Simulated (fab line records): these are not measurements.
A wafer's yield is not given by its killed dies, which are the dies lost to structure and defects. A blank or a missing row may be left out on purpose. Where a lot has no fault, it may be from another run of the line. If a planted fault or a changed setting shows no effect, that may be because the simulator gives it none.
Matching of chambers | flow n5 finfet | 3 sister chambers for N5_BEOL_M1_DEP_57 on pecvd-03
The step deposits SiCN from 3MS/NH3, target thk 8 nm, time 14 s. 3 wafers are shown with their chamber, then 7 later ones without.

## WAFERS PAIRED WITH THEIR CHAMBERS
wafer  | chamber | showerhead plenum p Torr (Torr)
L077.5 | 2       | 3.666
L090.1 | 1       | 3.683
L090.5 | 0       | 3.696

## WAFERS MISSING THEIR CHAMBER
wafer  | showerhead plenum p Torr (Torr)
L090.6 | 3.699
L093.3 | 3.689
L093.5 | 3.697
L093.6 | 3.644
L097.1 | 3.647
L097.2 | 3.700
L097.6 | 3.700

## WHICH CHAMBER EACH ONE RAN IN
wafer  | from the rows above          | in truth
L090.6 | can't be placed: 0 or 1      | 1
L093.3 | can't be placed: 1 or 0 or 2 | 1
L093.5 | can't be placed: 0 or 1      | 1
L093.6 | can't be placed: 2 or 1      | 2
L097.1 | can't be placed: 2 or 1      | 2
L097.2 | can't be placed: 0 or 1      | 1
L097.6 | can't be placed: 0 or 1      | 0
Correctly placed: 0 of 7. Can't be placed from these rows: 7 (the true chamber is among the candidates in 7). Number placed wrongly: 0.
How it was worked out, from the rows above alone: a wafer's distance from a chamber is the root of the sum, over the readings, of the square of ((its reading less the chamber's mean) divided by the reading's scatter). If the next closest chamber is less than 2 further off than the closest, the wafer can't be placed; otherwise it belongs to the closest. For every chamber, the mean is computed from those of its wafers that are shown. The scatter (one wafer shown for each chamber): square how far every hidden wafer sits from the nearest shown wafer, average those squares and take the square root.
